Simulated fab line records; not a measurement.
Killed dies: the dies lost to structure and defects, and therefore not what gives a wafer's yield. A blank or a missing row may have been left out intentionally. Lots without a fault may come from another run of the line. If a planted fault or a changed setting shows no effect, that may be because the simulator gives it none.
fab line records || flow nand_harc
record: {"lots": 6, "wafers": 18, "last_day": 24}
route steps=1159 shown A_STAIRCASE@695
lots with no fault: from the same line, run without faults
start_h: start of the lot's first displayed wafer, in hours after the record's first day || wait_h: hours from the lot's prior step to this one || " the same as in the row above || L1.1+2: one row covering several wafers at once || - no value, or no start was given || * or withheld: withheld || < > ~ a bound
route shown NAME@n: NAME is a module with steps in the file, n the number in the route of the first one || usual: mean/standard deviation of fault-free wafers || same: alike in all rows || chamber/n: place in a boat || sites: per-site readings || _std_site: the values' standard deviation || _edge_site: inner sites' mean taken away from outer sites' mean || radius_mm: how far each site lies from the wafer's centre || mask NAME#n: copy n || behind: the last tool/chamber to shape the wafer || hold: why the lot was held/for how many hours/how that ended || device: the transistor (n, p or np) that didn't switch || end of line: tests run on the same wafers once the route is complete || step lacking rows: just its recipe || killed: dies that structure and defects cost at the first sort, which is not the same as the wafer's yield || map: per-die view of a wafer (x killed, . not killed, _ where there is no die)
set.NAME: the run value of the setting; set.NAME@STEP: its run value at that earlier step || model.NAME: the simulator's own value behind a step, which no gauge read
lots at some steps of the route; a table a step, a row a wafer
services: a tool's chamber out of use, with start hour (start_h, from the record's first day; less than 0 if before it), hours out, and reason
== steps ==
step: NHARC_A_STAIRCASE_PRECLEAN_318
recipe: {"time_s": "*", "temp_c": 50, "bath_age_min": 0, "chemistry": "SC1"}
step: NHARC_A_STAIRCASE_SRD_329
step: NHARC_A_STAIRCASE_ALD_415
recipe: {"target_thk_a": 300, "pulse_time_s": 6, "ald_cycles": 300, "temp_c": 300, "material": "SiO2"}
usual: {"heater_power_w": "462/59", "precursor_pulse_height_rel": "1.001/0.022"}
same: {"ald_cycles": 300}
{"lot.wafer": "L801.2", "tool": "ald_hk-01", "chamber": 1, "start_h": 263.54, "wait_h": 0.1, "heater_power_w": 441, "precursor_pulse_height_rel": 1.000}
{"lot.wafer": "L801.1", "tool": "ald_hk-01", "chamber": 2, "start_h": 263.54, "wait_h": 0.1, "heater_power_w": 509, "precursor_pulse_height_rel": 0.971}
{"lot.wafer": "L801.6", "tool": "ald_hk-01", "chamber": 1, "start_h": 263.54, "wait_h": 0.1, "heater_power_w": 427, "precursor_pulse_height_rel": 1.027}
{"lot.wafer": "L815.1", "tool": "ald_hk-03", "chamber": 3, "start_h": 341.09, "wait_h": 0.3, "heater_power_w": 538, "precursor_pulse_height_rel": 0.998}
{"lot.wafer": "L815.2", "tool": "ald_hk-03", "chamber": 0, "start_h": 341.09, "wait_h": 0.3, "heater_power_w": 567, "precursor_pulse_height_rel": 1.013}
{"lot.wafer": "L815.6", "tool": "ald_hk-03", "chamber": 2, "start_h": 341.09, "wait_h": 0.3, "heater_power_w": 424, "precursor_pulse_height_rel": 0.993}
{"lot.wafer": "L821.2", "tool": "ald_hk-03", "chamber": 1, "start_h": 376.30, "wait_h": 0.3, "heater_power_w": 529, "precursor_pulse_height_rel": 1.022}
{"lot.wafer": "L821.4", "tool": "ald_hk-03", "chamber": 2, "start_h": 376.30, "wait_h": 0.3, "heater_power_w": 426, "precursor_pulse_height_rel": 0.993}
{"lot.wafer": "L821.5", "tool": "ald_hk-03", "chamber": 0, "start_h": 376.30, "wait_h": 0.3, "heater_power_w": 565, "precursor_pulse_height_rel": 1.065}
{"lot.wafer": "L820.3", "tool": "ald_hk-04", "chamber": 1, "start_h": 380.63, "wait_h": 0.3, "heater_power_w": 409, "precursor_pulse_height_rel": 1.034}
{"lot.wafer": "L820.6", "tool": "ald_hk-04", "chamber": 0, "start_h": 380.63, "wait_h": 0.3, "heater_power_w": 440, "precursor_pulse_height_rel": 0.988}
{"lot.wafer": "L820.5", "tool": "ald_hk-04", "chamber": 1, "start_h": 380.63, "wait_h": 0.3, "heater_power_w": 398, "precursor_pulse_height_rel": 0.995}
{"lot.wafer": "L823.1", "tool": "ald_hk-03", "chamber": 3, "start_h": 390.48, "wait_h": 0.3, "heater_power_w": 534, "precursor_pulse_height_rel": 1.002}
{"lot.wafer": "L823.3", "tool": "ald_hk-03", "chamber": 0, "start_h": 390.48, "wait_h": 0.3, "heater_power_w": 564, "precursor_pulse_height_rel": 0.999}
{"lot.wafer": "L823.6", "tool": "ald_hk-03", "chamber": 2, "start_h": 390.48, "wait_h": 0.3, "heater_power_w": 438, "precursor_pulse_height_rel": 1.007}
{"lot.wafer": "L824.1", "tool": "ald_hk-04", "chamber": 1, "start_h": 404.32, "wait_h": 0.5, "heater_power_w": 396, "precursor_pulse_height_rel": 0.985}
{"lot.wafer": "L824.2", "tool": "ald_hk-04", "chamber": 2, "start_h": 404.32, "wait_h": 0.5, "heater_power_w": 400, "precursor_pulse_height_rel": 1.047}
{"lot.wafer": "L824.6", "tool": "ald_hk-04", "chamber": 3, "start_h": 404.32, "wait_h": 0.5, "heater_power_w": 416, "precursor_pulse_height_rel": 0.963}
step: NHARC_A_STAIRCASE_ETCHBACK_416
recipe: {"target_depth_a": 360, "time_s": 7.2, "c4f8_flow_sccm": "withheld", "o2_flow_sccm": 8, "ar_flow_sccm": "withheld", "rf_w": 600, "bias_w": 800, "chemistry": "C4F8/O2/Ar"}
usual: {"oes_product_au": "0.942/0.029", "rf_vpp_V": "722/3.8"}
{"lot.wafer": "L801.2", "tool": "rie_diel-12", "chamber": 3, "start_h": "-", "wait_h": "-", "oes_product_au": 0.927, "rf_hours_counter_h": 24, "rf_vpp_V": 729}
{"lot.wafer": "L801.1", "tool": "rie_diel-12", "chamber": 2, "start_h": "-", "wait_h": "-", "oes_product_au": 0.915, "rf_hours_counter_h": 20, "rf_vpp_V": 727}
{"lot.wafer": "L801.6", "tool": "rie_diel-12", "chamber": 3, "start_h": "-", "wait_h": "-", "oes_product_au": 0.928, "rf_hours_counter_h": "-", "rf_vpp_V": 728}
{"lot.wafer": "L815.2", "tool": "rie_diel-12", "chamber": 0, "start_h": "-", "wait_h": "-", "oes_product_au": 0.933, "rf_hours_counter_h": 41, "rf_vpp_V": 723}
{"lot.wafer": "L815.1", "tool": "rie_diel-12", "chamber": 3, "start_h": "-", "wait_h": "-", "oes_product_au": 0.919, "rf_hours_counter_h": 59, "rf_vpp_V": 726}
{"lot.wafer": "L815.6", "tool": "rie_diel-12", "chamber": 1, "start_h": "-", "wait_h": "-", "oes_product_au": 0.922, "rf_hours_counter_h": "-", "rf_vpp_V": 718}
{"lot.wafer": "L821.2", "tool": "rie_diel-08", "chamber": 3, "start_h": "-", "wait_h": "-", "oes_product_au": 0.923, "rf_hours_counter_h": 24, "rf_vpp_V": 720}
{"lot.wafer": "L821.4", "tool": "rie_diel-08", "chamber": 1, "start_h": "-", "wait_h": "-", "oes_product_au": 0.943, "rf_hours_counter_h": 22, "rf_vpp_V": 721}
{"lot.wafer": "L821.5", "tool": "rie_diel-08", "chamber": 2, "start_h": "-", "wait_h": "-", "oes_product_au": 0.937, "rf_hours_counter_h": "-", "rf_vpp_V": 723}
{"lot.wafer": "L820.3", "tool": "rie_diel-03", "chamber": 0, "start_h": "-", "wait_h": "-", "oes_product_au": 0.942, "rf_hours_counter_h": 55, "rf_vpp_V": 716}
{"lot.wafer": "L820.6", "tool": "rie_diel-03", "chamber": 2, "start_h": "-", "wait_h": "-", "oes_product_au": 0.935, "rf_hours_counter_h": "-", "rf_vpp_V": 717}
{"lot.wafer": "L820.5", "tool": "rie_diel-03", "chamber": 3, "start_h": "-", "wait_h": "-", "oes_product_au": 0.925, "rf_hours_counter_h": "-", "rf_vpp_V": 720}
{"lot.wafer": "L823.3", "tool": "rie_diel-12", "chamber": 0, "start_h": "-", "wait_h": "-", "oes_product_au": 1.007, "rf_hours_counter_h": 0, "rf_vpp_V": 721}
{"lot.wafer": "L823.1", "tool": "rie_diel-12", "chamber": 2, "start_h": "-", "wait_h": "-", "oes_product_au": 0.989, "rf_hours_counter_h": 1, "rf_vpp_V": 725}
{"lot.wafer": "L823.6", "tool": "rie_diel-12", "chamber": 3, "start_h": "-", "wait_h": "-", "oes_product_au": 1.002, "rf_hours_counter_h": "-", "rf_vpp_V": 726}
{"lot.wafer": "L824.2", "tool": "rie_diel-12", "chamber": 2, "start_h": "-", "wait_h": "-", "oes_product_au": 0.920, "rf_hours_counter_h": 5, "rf_vpp_V": 726}
{"lot.wafer": "L824.1", "tool": "rie_diel-12", "chamber": 3, "start_h": "-", "wait_h": "-", "oes_product_au": 0.923, "rf_hours_counter_h": 5, "rf_vpp_V": 726}
{"lot.wafer": "L824.6", "tool": "rie_diel-12", "chamber": 1, "start_h": "-", "wait_h": "-", "oes_product_au": 0.923, "rf_hours_counter_h": "-", "rf_vpp_V": 718}
step: NHARC_A_STAIRCASE_STRIP_476
recipe: {"time_s": 20, "o2_flow_sccm": 500, "ar_flow_sccm": 0, "bias_w": 0, "chemistry": "O2"}
usual: {"drypump_motor_current_A": "6.1/0.37", "oes_product_au": "0.998/0.01", "rf_vpp_V": "57.7/0.86", "showerhead_plenum_p_Torr": "3.48/0.13", "throttle_valve_pct": "17.038/0.0088"}
{"lot.wafer": "L801.1", "tool": "rie_diel-12", "chamber": 3, "start_h": 265.80, "wait_h": 0.1, "drypump_motor_current_A": 6.5, "oes_product_au": 1.001, "rf_hours_counter_h": 24, "rf_vpp_V": 58.7, "showerhead_plenum_p_Torr": 3.68, "throttle_valve_pct": 17.031}
{"lot.wafer": "L801.2", "tool": "rie_diel-12", "chamber": 2, "start_h": 265.80, "wait_h": 0.1, "drypump_motor_current_A": 6.3, "oes_product_au": 1.001, "rf_hours_counter_h": 20, "rf_vpp_V": 57.1, "showerhead_plenum_p_Torr": 3.66, "throttle_valve_pct": 17.029}
{"lot.wafer": "L801.6", "tool": "rie_diel-12", "chamber": 0, "start_h": 265.80, "wait_h": 0.1, "drypump_motor_current_A": 5.7, "oes_product_au": 0.991, "rf_hours_counter_h": "-", "rf_vpp_V": 57.0, "showerhead_plenum_p_Torr": 3.46, "throttle_valve_pct": 17.038}
{"lot.wafer": "L815.1", "tool": "rie_diel-12", "chamber": 3, "start_h": 343.03, "wait_h": 0.1, "drypump_motor_current_A": 6.5, "oes_product_au": 0.998, "rf_hours_counter_h": 59, "rf_vpp_V": 56.8, "showerhead_plenum_p_Torr": 3.66, "throttle_valve_pct": 17.039}
{"lot.wafer": "L815.2", "tool": "rie_diel-12", "chamber": 1, "start_h": 343.03, "wait_h": 0.1, "drypump_motor_current_A": 5.9, "oes_product_au": 0.992, "rf_hours_counter_h": 53, "rf_vpp_V": 58.3, "showerhead_plenum_p_Torr": 3.35, "throttle_valve_pct": 17.037}
{"lot.wafer": "L815.6", "tool": "rie_diel-12", "chamber": 2, "start_h": 343.03, "wait_h": 0.1, "drypump_motor_current_A": 6.3, "oes_product_au": 1.014, "rf_hours_counter_h": "-", "rf_vpp_V": 57.8, "showerhead_plenum_p_Torr": 3.64, "throttle_valve_pct": 17.027}
{"lot.wafer": "L821.4", "tool": "rie_diel-08", "chamber": 3, "start_h": 378.24, "wait_h": 0.1, "drypump_motor_current_A": 5.5, "oes_product_au": 0.990, "rf_hours_counter_h": 24, "rf_vpp_V": 56.6, "showerhead_plenum_p_Torr": 3.42, "throttle_valve_pct": 17.055}
{"lot.wafer": "L821.2", "tool": "rie_diel-08", "chamber": 0, "start_h": 378.24, "wait_h": 0.1, "drypump_motor_current_A": 6.3, "oes_product_au": 0.990, "rf_hours_counter_h": 24, "rf_vpp_V": 57.2, "showerhead_plenum_p_Torr": 3.32, "throttle_valve_pct": 17.047}
{"lot.wafer": "L821.5", "tool": "rie_diel-08", "chamber": 3, "start_h": 378.24, "wait_h": 0.1, "drypump_motor_current_A": 5.6, "oes_product_au": 0.992, "rf_hours_counter_h": "-", "rf_vpp_V": 57.7, "showerhead_plenum_p_Torr": 3.42, "throttle_valve_pct": 17.028}
{"lot.wafer": "L820.3", "tool": "rie_diel-03", "chamber": 1, "start_h": 382.59, "wait_h": 0.1, "drypump_motor_current_A": 6.0, "oes_product_au": 1.009, "rf_hours_counter_h": 56, "rf_vpp_V": 56.3, "showerhead_plenum_p_Torr": 3.38, "throttle_valve_pct": 17.048}
{"lot.wafer": "L820.6", "tool": "rie_diel-03", "chamber": 3, "start_h": 382.59, "wait_h": 0.1, "drypump_motor_current_A": 5.3, "oes_product_au": 1.018, "rf_hours_counter_h": "-", "rf_vpp_V": 56.4, "showerhead_plenum_p_Torr": 3.44, "throttle_valve_pct": 17.026}
{"lot.wafer": "L820.5", "tool": "rie_diel-03", "chamber": 0, "start_h": 382.59, "wait_h": 0.1, "drypump_motor_current_A": 6.5, "oes_product_au": 1.007, "rf_hours_counter_h": "-", "rf_vpp_V": 56.9, "showerhead_plenum_p_Torr": 3.30, "throttle_valve_pct": 17.030}
{"lot.wafer": "L823.3", "tool": "rie_diel-12", "chamber": 3, "start_h": 392.41, "wait_h": 0.1, "drypump_motor_current_A": 6.5, "oes_product_au": 0.987, "rf_hours_counter_h": 1, "rf_vpp_V": 57.2, "showerhead_plenum_p_Torr": 3.65, "throttle_valve_pct": 17.044}
{"lot.wafer": "L823.1", "tool": "rie_diel-12", "chamber": 0, "start_h": 392.41, "wait_h": 0.1, "drypump_motor_current_A": 5.7, "oes_product_au": 1.014, "rf_hours_counter_h": 0, "rf_vpp_V": 56.7, "showerhead_plenum_p_Torr": 3.44, "throttle_valve_pct": 17.025}
{"lot.wafer": "L823.6", "tool": "rie_diel-12", "chamber": 2, "start_h": 392.41, "wait_h": 0.1, "drypump_motor_current_A": 6.3, "oes_product_au": 0.988, "rf_hours_counter_h": "-", "rf_vpp_V": 58.7, "showerhead_plenum_p_Torr": 3.63, "throttle_valve_pct": 17.037}
{"lot.wafer": "L824.2", "tool": "rie_diel-12", "chamber": 0, "start_h": 406.06, "wait_h": 0.1, "drypump_motor_current_A": 5.7, "oes_product_au": 1.007, "rf_hours_counter_h": 5, "rf_vpp_V": 58.0, "showerhead_plenum_p_Torr": 3.44, "throttle_valve_pct": 17.036}
{"lot.wafer": "L824.1", "tool": "rie_diel-12", "chamber": 1, "start_h": 406.06, "wait_h": 0.1, "drypump_motor_current_A": 5.9, "oes_product_au": 0.988, "rf_hours_counter_h": 4, "rf_vpp_V": 58.2, "showerhead_plenum_p_Torr": 3.34, "throttle_valve_pct": 17.004}
{"lot.wafer": "L824.6", "tool": "rie_diel-12", "chamber": 3, "start_h": 406.06, "wait_h": 0.1, "drypump_motor_current_A": 6.5, "oes_product_au": 0.994, "rf_hours_counter_h": "-", "rf_vpp_V": 57.6, "showerhead_plenum_p_Torr": 3.65, "throttle_valve_pct": 17.045}
step: NHARC_A_STAIRCASE_DEP_417
recipe: {"target_thk_a": 600, "step_coverage_pct": 20, "temp_c": 400, "target_thk_nm": 60, "flow_sccm": 200, "rf_w": 450, "material": "Si3N4"}
usual: {"heater_power_outer_w": "423/59", "heater_power_w": "705/97"}
{"lot.wafer": "L801.1", "tool": "pecvd-04", "chamber": 2, "start_h": 265.89, "wait_h": "-", "heater_power_outer_w": 366, "heater_power_w": 632}
{"lot.wafer": "L801.2", "tool": "pecvd-04", "chamber": 0, "start_h": 265.89, "wait_h": "-", "heater_power_outer_w": 368, "heater_power_w": 620}
{"lot.wafer": "L801.6", "tool": "pecvd-04", "chamber": 0, "start_h": 265.89, "wait_h": "-", "heater_power_outer_w": 364, "heater_power_w": 643}
{"lot.wafer": "L815.1", "tool": "pecvd-01", "chamber": 1, "start_h": 343.17, "wait_h": "-", "heater_power_outer_w": 467, "heater_power_w": 749}
{"lot.wafer": "L815.2", "tool": "pecvd-01", "chamber": 2, "start_h": 343.17, "wait_h": "-", "heater_power_outer_w": 572, "heater_power_w": 970}
{"lot.wafer": "L815.6", "tool": "pecvd-01", "chamber": 0, "start_h": 343.17, "wait_h": "-", "heater_power_outer_w": 370, "heater_power_w": 666}
{"lot.wafer": "L821.2", "tool": "pecvd-03", "chamber": 0, "start_h": 378.44, "wait_h": "-", "heater_power_outer_w": 406, "heater_power_w": 663}
{"lot.wafer": "L821.4", "tool": "pecvd-03", "chamber": 2, "start_h": 378.44, "wait_h": "-", "heater_power_outer_w": 355, "heater_power_w": 573}
{"lot.wafer": "L821.5", "tool": "pecvd-03", "chamber": 1, "start_h": 378.44, "wait_h": "-", "heater_power_outer_w": 416, "heater_power_w": 671}
{"lot.wafer": "L820.3", "tool": "pecvd-03", "chamber": 1, "start_h": 382.87, "wait_h": "-", "heater_power_outer_w": 444, "heater_power_w": 739}
{"lot.wafer": "L820.6", "tool": "pecvd-03", "chamber": 1, "start_h": 382.87, "wait_h": "-", "heater_power_outer_w": 449, "heater_power_w": 737}
{"lot.wafer": "L820.5", "tool": "pecvd-03", "chamber": 0, "start_h": 382.87, "wait_h": "-", "heater_power_outer_w": 364, "heater_power_w": 604}
{"lot.wafer": "L823.1", "tool": "pecvd-04", "chamber": 0, "start_h": 392.54, "wait_h": "-", "heater_power_outer_w": 404, "heater_power_w": 732}
{"lot.wafer": "L823.3", "tool": "pecvd-04", "chamber": 1, "start_h": 392.54, "wait_h": "-", "heater_power_outer_w": 389, "heater_power_w": 693}
{"lot.wafer": "L823.6", "tool": "pecvd-04", "chamber": 0, "start_h": 392.54, "wait_h": "-", "heater_power_outer_w": 395, "heater_power_w": 731}
{"lot.wafer": "L824.1", "tool": "pecvd-01", "chamber": 2, "start_h": 406.14, "wait_h": "-", "heater_power_outer_w": 561, "heater_power_w": 898}
{"lot.wafer": "L824.2", "tool": "pecvd-01", "chamber": 1, "start_h": 406.14, "wait_h": "-", "heater_power_outer_w": 482, "heater_power_w": 776}
{"lot.wafer": "L824.6", "tool": "pecvd-01", "chamber": 1, "start_h": 406.14, "wait_h": "-", "heater_power_outer_w": 477, "heater_power_w": 782}
step: NHARC_A_STAIRCASE_WET_418
recipe: {"temp_c": 160, "target_depth_a": 200, "chemistry": "H3PO4"}
step: NHARC_A_STAIRCASE_PRECLEAN_419
recipe: {"time_s": "*", "temp_c": 50, "bath_age_min": 0, "chemistry": "SC1"}
step: NHARC_A_STAIRCASE_SRD_421
step: NHARC_A_STAIRCASE_ALD_420
recipe: {"target_thk_a": 200, "pulse_time_s": 6, "ald_cycles": 200, "temp_c": 300, "material": "SiO2"}
usual: {"heater_power_w": "463/52", "precursor_pulse_height_rel": "0.999/0.019"}
same: {"ald_cycles": 200}
{"lot.wafer": "L801.1", "tool": "ald_hk-04", "chamber": 2, "start_h": 270.33, "wait_h": "-", "heater_power_w": 395, "precursor_pulse_height_rel": 0.979}
{"lot.wafer": "L801.2", "tool": "ald_hk-04", "chamber": 1, "start_h": 270.33, "wait_h": "-", "heater_power_w": 408, "precursor_pulse_height_rel": 0.994}
{"lot.wafer": "L801.6", "tool": "ald_hk-04", "chamber": 3, "start_h": 270.33, "wait_h": "-", "heater_power_w": 426, "precursor_pulse_height_rel": 1.031}
{"lot.wafer": "L815.1", "tool": "ald_hk-01", "chamber": 2, "start_h": 346.90, "wait_h": "-", "heater_power_w": 503, "precursor_pulse_height_rel": 0.969}
{"lot.wafer": "L815.2", "tool": "ald_hk-01", "chamber": 0, "start_h": 346.90, "wait_h": "-", "heater_power_w": 435, "precursor_pulse_height_rel": 1.001}
{"lot.wafer": "L815.6", "tool": "ald_hk-01", "chamber": 3, "start_h": 346.90, "wait_h": "-", "heater_power_w": 497, "precursor_pulse_height_rel": 0.980}
{"lot.wafer": "L821.4", "tool": "ald_hk-03", "chamber": 2, "start_h": 382.17, "wait_h": "-", "heater_power_w": 427, "precursor_pulse_height_rel": 0.995}
{"lot.wafer": "L821.2", "tool": "ald_hk-03", "chamber": 3, "start_h": 382.17, "wait_h": "-", "heater_power_w": 532, "precursor_pulse_height_rel": 1.023}
{"lot.wafer": "L821.5", "tool": "ald_hk-03", "chamber": 2, "start_h": 382.17, "wait_h": "-", "heater_power_w": 426, "precursor_pulse_height_rel": 1.007}
{"lot.wafer": "L820.3", "tool": "ald_hk-03", "chamber": 3, "start_h": 386.65, "wait_h": "-", "heater_power_w": 538, "precursor_pulse_height_rel": 1.015}
{"lot.wafer": "L820.6", "tool": "ald_hk-03", "chamber": 3, "start_h": 386.65, "wait_h": "-", "heater_power_w": 526, "precursor_pulse_height_rel": 0.993}
{"lot.wafer": "L820.5", "tool": "ald_hk-03", "chamber": 0, "start_h": 386.65, "wait_h": "-", "heater_power_w": 569, "precursor_pulse_height_rel": 0.983}
{"lot.wafer": "L823.3", "tool": "ald_hk-03", "chamber": 0, "start_h": 394.21, "wait_h": "-", "heater_power_w": 563, "precursor_pulse_height_rel": 0.975}
{"lot.wafer": "L823.1", "tool": "ald_hk-03", "chamber": 3, "start_h": 394.21, "wait_h": "-", "heater_power_w": 534, "precursor_pulse_height_rel": 0.989}
{"lot.wafer": "L823.6", "tool": "ald_hk-03", "chamber": 0, "start_h": 394.21, "wait_h": "-", "heater_power_w": 563, "precursor_pulse_height_rel": 0.979}
{"lot.wafer": "L824.2", "tool": "ald_hk-04", "chamber": 3, "start_h": 409.94, "wait_h": "-", "heater_power_w": 413, "precursor_pulse_height_rel": 1.017}
{"lot.wafer": "L824.1", "tool": "ald_hk-04", "chamber": 0, "start_h": 409.94, "wait_h": "-", "heater_power_w": 445, "precursor_pulse_height_rel": 0.993}
{"lot.wafer": "L824.6", "tool": "ald_hk-04", "chamber": 0, "start_h": 409.94, "wait_h": "-", "heater_power_w": 432, "precursor_pulse_height_rel": 0.993}
step: NHARC_A_STAIRCASE_CVD_552
recipe: {"target_thk_a": 400, "temp_c": 700, "pressure_mtorr": 300, "material": "SiNx"}
step: NHARC_A_STAIRCASE_DEP_151
recipe: {"target_thk_a": 38000, "temp_c": 400, "target_thk_nm": 3800, "teos_flow_sccm": 200, "rf_w": 500, "material": "SiO2"}
usual: {"heater_power_outer_w": "369/61", "heater_power_w": "633/95"}
{"lot.wafer": "L801.2", "tool": "pecvd-04", "chamber": 0, "start_h": 277.60, "wait_h": 0.4, "heater_power_outer_w": 376, "heater_power_w": 669}
{"lot.wafer": "L801.1", "tool": "pecvd-04", "chamber": 2, "start_h": 277.60, "wait_h": 0.4, "heater_power_outer_w": 365, "heater_power_w": 622}
{"lot.wafer": "L801.6", "tool": "pecvd-04", "chamber": 2, "start_h": 277.60, "wait_h": 0.4, "heater_power_outer_w": 307, "heater_power_w": 571}
{"lot.wafer": "L815.1", "tool": "pecvd-01", "chamber": 0, "start_h": 355.17, "wait_h": 0.4, "heater_power_outer_w": 402, "heater_power_w": 662}
{"lot.wafer": "L815.2", "tool": "pecvd-01", "chamber": 2, "start_h": 355.17, "wait_h": 0.4, "heater_power_outer_w": 530, "heater_power_w": 911}
{"lot.wafer": "L815.6", "tool": "pecvd-01", "chamber": 1, "start_h": 355.17, "wait_h": 0.4, "heater_power_outer_w": 370, "heater_power_w": 628}
{"lot.wafer": "L821.2", "tool": "pecvd-04", "chamber": 2, "start_h": 390.47, "wait_h": 0.4, "heater_power_outer_w": "-", "heater_power_w": "-"}
{"lot.wafer": "L821.4", "tool": "pecvd-04", "chamber": 0, "start_h": 390.47, "wait_h": 0.4, "heater_power_outer_w": "-", "heater_power_w": "-"}
{"lot.wafer": "L821.5", "tool": "pecvd-04", "chamber": 1, "start_h": 390.47, "wait_h": 0.4, "heater_power_outer_w": "-", "heater_power_w": "-"}
{"lot.wafer": "L820.3", "tool": "pecvd-01", "chamber": 0, "start_h": 395.45, "wait_h": 0.9, "heater_power_outer_w": "-", "heater_power_w": "-"}
{"lot.wafer": "L820.5", "tool": "pecvd-01", "chamber": 0, "start_h": 395.45, "wait_h": 0.9, "heater_power_outer_w": "-", "heater_power_w": "-"}
{"lot.wafer": "L820.6", "tool": "pecvd-01", "chamber": 2, "start_h": 395.45, "wait_h": 0.9, "heater_power_outer_w": "-", "heater_power_w": "-"}
{"lot.wafer": "L823.1", "tool": "pecvd-03", "chamber": 0, "start_h": 405.50, "wait_h": 0.5, "heater_power_outer_w": 309, "heater_power_w": 554}
{"lot.wafer": "L823.3", "tool": "pecvd-03", "chamber": 1, "start_h": 405.50, "wait_h": 0.5, "heater_power_outer_w": 424, "heater_power_w": 664}
{"lot.wafer": "L823.6", "tool": "pecvd-03", "chamber": 2, "start_h": 405.50, "wait_h": 0.5, "heater_power_outer_w": 289, "heater_power_w": 493}
{"lot.wafer": "L824.1", "tool": "pecvd-03", "chamber": 2, "start_h": 418.22, "wait_h": 0.4, "heater_power_outer_w": 380, "heater_power_w": 606}
{"lot.wafer": "L824.2", "tool": "pecvd-03", "chamber": 0, "start_h": 418.22, "wait_h": 0.4, "heater_power_outer_w": 356, "heater_power_w": 611}
{"lot.wafer": "L824.6", "tool": "pecvd-03", "chamber": 2, "start_h": 418.22, "wait_h": 0.4, "heater_power_outer_w": 293, "heater_power_w": 488}
step: NHARC_A_STAIRCASE_ANNEAL_320
recipe: {"temp_c": 750, "time_s": 1800}
== services ==
{"tool": "pecvd-04", "chamber": 1, "start_h": 250.71, "hours": 32.5, "kind": "repair"}
{"tool": "rie_diel-12", "chamber": 0, "start_h": 260.45, "hours": "-", "kind": "clean"}
{"tool": "rie_diel-12", "chamber": 1, "start_h": 260.45, "hours": "-", "kind": "clean"}
{"tool": "rie_diel-12", "chamber": 2, "start_h": 260.45, "hours": "-", "kind": "clean"}
{"tool": "rie_diel-12", "chamber": 3, "start_h": 260.45, "hours": "-", "kind": "clean"}
{"tool": "rie_diel-12", "chamber": 0, "start_h": 284.95, "hours": "-", "kind": "clean"}
{"tool": "rie_diel-12", "chamber": 1, "start_h": 284.95, "hours": "-", "kind": "clean"}
{"tool": "rie_diel-12", "chamber": 2, "start_h": 284.95, "hours": "-", "kind": "clean"}
{"tool": "rie_diel-12", "chamber": 3, "start_h": 284.95, "hours": "-", "kind": "clean"}
{"tool": "pecvd-03", "chamber": "-", "start_h": 292.26, "hours": 13.0, "kind": "pm"}
{"tool": "rie_diel-08", "chamber": "-", "start_h": 301.95, "hours": 9.0, "kind": "pm"}
{"tool": "rie_diel-12", "chamber": 0, "start_h": 306.04, "hours": 36.1, "kind": "repair"}
{"tool": "rie_diel-12", "chamber": 1, "start_h": 309.48, "hours": "-", "kind": "clean"}
{"tool": "rie_diel-12", "chamber": 2, "start_h": 309.48, "hours": "-", "kind": "clean"}
{"tool": "rie_diel-12", "chamber": 3, "start_h": 309.48, "hours": "-", "kind": "clean"}
{"tool": "pecvd-01", "chamber": "-", "start_h": 349.08, "hours": 2.5, "kind": "repair"}
{"tool": "pecvd-04", "chamber": "-", "start_h": 372.34, "hours": 0.7, "kind": "repair"}
{"tool": "pecvd-01", "chamber": 0, "start_h": 372.73, "hours": 8.4, "kind": "repair"}
{"tool": "pecvd-04", "chamber": "-", "start_h": 376.42, "hours": 13.0, "kind": "pm"}
{"tool": "rie_diel-12", "chamber": "-", "start_h": 379.45, "hours": 9.0, "kind": "pm"}
{"tool": "rie_diel-03", "chamber": "-", "start_h": 392.49, "hours": 9.0, "kind": "pm"}
{"tool": "pecvd-04", "chamber": 0, "start_h": 398.42, "hours": 2.6, "kind": "repair"}
{"tool": "rie_diel-08", "chamber": 3, "start_h": 412.25, "hours": 7.3, "kind": "repair"}
{"tool": "pecvd-01", "chamber": "-", "start_h": 418.00, "hours": 13.0, "kind": "pm"}
== key ==
first_sign: {"step": "NHARC_A_STAIRCASE_DEP_151", "reading": "tool_record", "direction": "missing"}
effect none on later readings
met_at NHARC_A_STAIRCASE_DEP_151
struck_wafers L820.3,L820.5,L820.6,L821.2,L821.4,L821.5
later_rows_left_out L820.3,L820.5,L820.6,L821.2,L821.4,L821.5
sort_left_out L820.3,L820.5,L820.6,L821.2,L821.4,L821.5
tester_left_out L820,L821
onset_between 355.17 390.47
fault: {"kind": "skipped_step_whole", "tool": "pecvd-01,pecvd-04", "chamber": "-", "onset_h": 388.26, "steps": "NHARC_A_STAIRCASE_DEP_151", "scope": "struck_lots_only"}
tester_left_out: of these lots the tester's yield and bins aren't shown, on N5 and GAA mostly nor the transistor test; their killed dies are dies lost to structure and defects alone, not to doping, threshold or leakage, so they don't give the yield
sort_left_out: the simulated sort isn't trusted on such a fault, so these wafers' sort isn't shown, and their yield isn't known
later_rows_left_out: the simulator's readings of these wafers behind a module that went badly wrong aren't trusted and aren't shown, but for the sort
